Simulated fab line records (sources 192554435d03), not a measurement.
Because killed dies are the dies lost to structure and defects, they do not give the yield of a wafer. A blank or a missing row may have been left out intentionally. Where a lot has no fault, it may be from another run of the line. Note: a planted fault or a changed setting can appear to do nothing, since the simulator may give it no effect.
Matching of chambers -- flow n5 finfet -- 4 sister chambers for N5_FIN_CUT_STRIP_24 on rie diel-05
The step strips in CF4. 14 wafers are shown with their chamber, then 7 later ones without.

== WAFERS, EACH WITH ITS CHAMBER ==
wafer,chamber,showerhead plenum p Torr (Torr),drypump motor current A (A),throttle valve pct (%)
L074.1,3,1.70,6.14,14.01
L074.2,0,1.76,5.84,13.81
L074.3,2,1.83,5.58,13.29
L077.1,0,1.76,5.83,13.84
L077.2,1,1.81,5.74,13.33
L077.5,0,1.76,5.84,13.83
L078.2,2,1.83,5.57,13.29
L078.4,1,1.81,5.74,13.35
L078.6,2,1.83,5.56,13.29
L082.2,0,1.76,5.81,13.85
L082.3,3,1.70,6.13,14.04
L082.6,3,1.70,6.11,14.05
L089.2,2,1.82,5.57,13.34
L089.3,3,1.70,6.11,14.07

SIGNATURES (means of the wafers above)
reading,chamber 0,chamber 1,chamber 2,chamber 3,scatter within a chamber
showerhead plenum p Torr,1.7600,1.8100,1.8275,1.7000,0.00274
drypump motor current A,5.8300,5.7400,5.5700,6.1225,0.0121
throttle valve pct,13.8325,13.3400,13.3025,14.0425,0.022
Rule: for each reading, subtract the chamber's mean from the wafer's reading, divide by that reading's scatter and square the result; add these up over the readings and take the root, which gives the wafer's distance from the chamber. The wafer belongs to the nearest chamber; if the next one is less than 2 further off, it can't be placed. How the scatter is found: for the shown wafers, subtract from each reading the mean of its chamber, square and add these, divide the total by (wafers less chambers), then take the root.

== WAFERS WITHOUT THEIR CHAMBER ==
wafer,showerhead plenum p Torr (Torr),drypump motor current A (A),throttle valve pct (%)
L089.6,1.70,6.07,14.06
L095.2,1.75,5.85,13.90
L095.3,1.80,5.75,13.41
L095.5,1.75,5.85,13.88
L096.1,1.82,5.58,13.39
L096.2,1.80,5.75,13.43
L096.3,1.75,5.86,13.91

== WHICH CHAMBER EACH WENT THROUGH ==
wafer,from the rows above,in truth
L089.6,3,3
L095.2,0,0
L095.3,1,1
L095.5,0,0
L096.1,2,2
L096.2,1,1
L096.3,0,0
7 of 7 placed correctly. Number that these rows cannot place: 0. 0 placed wrongly.
